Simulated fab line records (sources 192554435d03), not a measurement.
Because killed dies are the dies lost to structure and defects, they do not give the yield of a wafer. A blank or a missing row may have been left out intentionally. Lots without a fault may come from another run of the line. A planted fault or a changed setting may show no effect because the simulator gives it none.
Split-lot trial | flow n5 finfet | on a route of 1938 steps: 7 lots, 39 wafers read

THE SPLIT
At N5_PASSIVATION_AL_DEP_21 (deposits Al, target thk 2800 nm, time 170 s), the setting target thk a was moved away from the recipe's 28000 angstrom on 15 of the 39 wafers read, by -27.6% to +43.7%. For the rest of the wafers, this setting stayed at what the recipe calls for.

The reading comes from the split's own step.

THE READING
Al_of_PASSIVATION_AL_DEP_21.thk nm (the simulator's own value, which no gauge read), in nm, at N5_PASSIVATION_AL_DEP_21 (deposits Al, target thk 2800 nm, time 170 s). The file gives no usual value for it. Across the 24 wafers here that went through the recipe, the average is 2777 nm and the standard deviation 29 nm.

wafer  | tool, chamber at the split | target thk a as run, angstrom | against the recipe | Al_of_PASSIVATION_AL_DEP_21.thk nm, nm | against lot-mates on the recipe
L074.1 | pvd sputter-02, -          | 20280                         | -27.6%             | 1989                                   | -762
L074.2 | pvd sputter-02, -          | 20280                         | -27.6%             | 1974                                   | -777
L074.3 | pvd sputter-02, -          | 28000                         | recipe             | 2756                                   | -
L074.4 | pvd sputter-02, -          | 28000                         | recipe             | 2758                                   | -
L074.5 | pvd sputter-02, -          | 28000                         | recipe             | 2739                                   | -
L074.6 | pvd sputter-02, -          | 20280                         | -27.6%             | 1992                                   | -759
L075.1 | pvd sputter-02, -          | 20600                         | -26.4%             | 2045                                   | -755
L075.2 | pvd sputter-02, -          | 20600                         | -26.4%             | 2047                                   | -753
L075.3 | pvd sputter-02, -          | 20600                         | -26.4%             | 2020                                   | -780
L075.4 | pvd sputter-02, -          | 28000                         | recipe             | 2793                                   | -
L075.5 | pvd sputter-02, -          | 28000                         | recipe             | 2803                                   | -
L075.6 | pvd sputter-02, -          | 28000                         | recipe             | 2804                                   | -
L083.1 | pvd sputter-03, -          | 28000                         | recipe             | 2718                                   | -
L083.2 | pvd sputter-03, -          | 28000                         | recipe             | 2765                                   | -
L083.5 | pvd sputter-03, -          | 28000                         | recipe             | 2759                                   | -
L091.1 | pvd sputter-03, -          | 28000                         | recipe             | 2801                                   | -
L091.2 | pvd sputter-03, -          | 28000                         | recipe             | 2774                                   | -
L091.3 | pvd sputter-03, -          | 36100                         | +28.9%             | 3575                                   | +780
L091.4 | pvd sputter-03, -          | 36100                         | +28.9%             | 3592                                   | +797
L091.5 | pvd sputter-03, -          | 36100                         | +28.9%             | 3587                                   | +792
L091.6 | pvd sputter-03, -          | 28000                         | recipe             | 2809                                   | -
L089.1 | pvd sputter-03, -          | 28000                         | recipe             | 2752                                   | -
L089.2 | pvd sputter-03, -          | 28000                         | recipe             | 2754                                   | -
L089.5 | pvd sputter-03, -          | 28000                         | recipe             | 2754                                   | -
L089.3 | pvd sputter-03, -          | 28000                         | recipe             | 2783                                   | -
L089.4 | pvd sputter-03, -          | 28000                         | recipe             | 2768                                   | -
L089.6 | pvd sputter-03, -          | 28000                         | recipe             | 2760                                   | -
L094.1 | pvd sputter-01, -          | 28000                         | recipe             | 2829                                   | -
L094.2 | pvd sputter-01, -          | 28000                         | recipe             | 2833                                   | -
L094.3 | pvd sputter-01, -          | 40230                         | +43.7%             | 4036                                   | +1206
L094.4 | pvd sputter-01, -          | 28000                         | recipe             | 2828                                   | -
L094.5 | pvd sputter-01, -          | 40230                         | +43.7%             | 4077                                   | +1247
L094.6 | pvd sputter-01, -          | 40230                         | +43.7%             | 4049                                   | +1219
L092.1 | pvd sputter-02, -          | 34450                         | +23.0%             | 3386                                   | +618
L092.2 | pvd sputter-02, -          | 28000                         | recipe             | 2770                                   | -
L092.3 | pvd sputter-02, -          | 28000                         | recipe             | 2779                                   | -
L092.4 | pvd sputter-02, -          | 28000                         | recipe             | 2755                                   | -
L092.5 | pvd sputter-02, -          | 34450                         | +23.0%             | 3398                                   | +630
L092.6 | pvd sputter-02, -          | 34450                         | +23.0%             | 3428                                   | +660

FIT RESULTS
A straight line over all 39 wafers: Al_of_PASSIVATION_AL_DEP_21.thk nm changes by +28.5 nm for each +1% of target thk a; r = +1.00; the points scatter about the line by 29 nm.
The same after taking each lot's own level away (the mean of its wafers on the recipe; 39 wafers): +28 nm for each +1%; r = +1.00; scatter 15 nm.
The reading moves by 1.2e+03 nm for the largest change in target thk a, on that fit.
From 2747.3 to 2830.0 nm: that is the span of the lots' own levels, equal to 2.8 times the standard deviation above.
The two slopes agree, so the slope changes little with the lot-to-lot level.
Check: with one of the wafers moved furthest among these (+43.7%) left out of the fit, the line predicts +1.22e+03 nm for it against its lot-mates. Against them it came out at +1.21e+03 nm.

ADDITIONAL SPLITS CARRIED BY THESE WAFERS
These wafers also went through other splits before the reading. Each is held against what the fit with the lots' levels taken away leaves over:
other split on the same wafers          | wafers away from the commonest value | r with Al_of_PASSIVATION_AL_DEP_21.thk nm (lot level and that fit taken away)
N5_ZERO_LAYER_DEVELOP_10 develop time s | 15                                   | +0.19
N5_SD_EPI_N_ETCH_45 target depth a      | 15                                   | +0.10
N5_SDB_ALD_29 ald cycles                | 9                                    | -0.02
N5_BEOL_M0_SAQP_PECVD_03 time s         | 9                                    | -0.31
N5_BEOL_M7_DEP_56 target thk a          | 12                                   | -0.06
N5_BEOL_M8_ALD_77 ald cycles            | 15                                   | +0.10
N5_BEOL_M11_ALD_74 ald cycles           | 12                                   | +0.33

THE FILE'S OWN FIT
Al_of_PASSIVATION_AL_DEP_21.thk nm changes by +27.9 nm for each +1% of target thk a, r = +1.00.
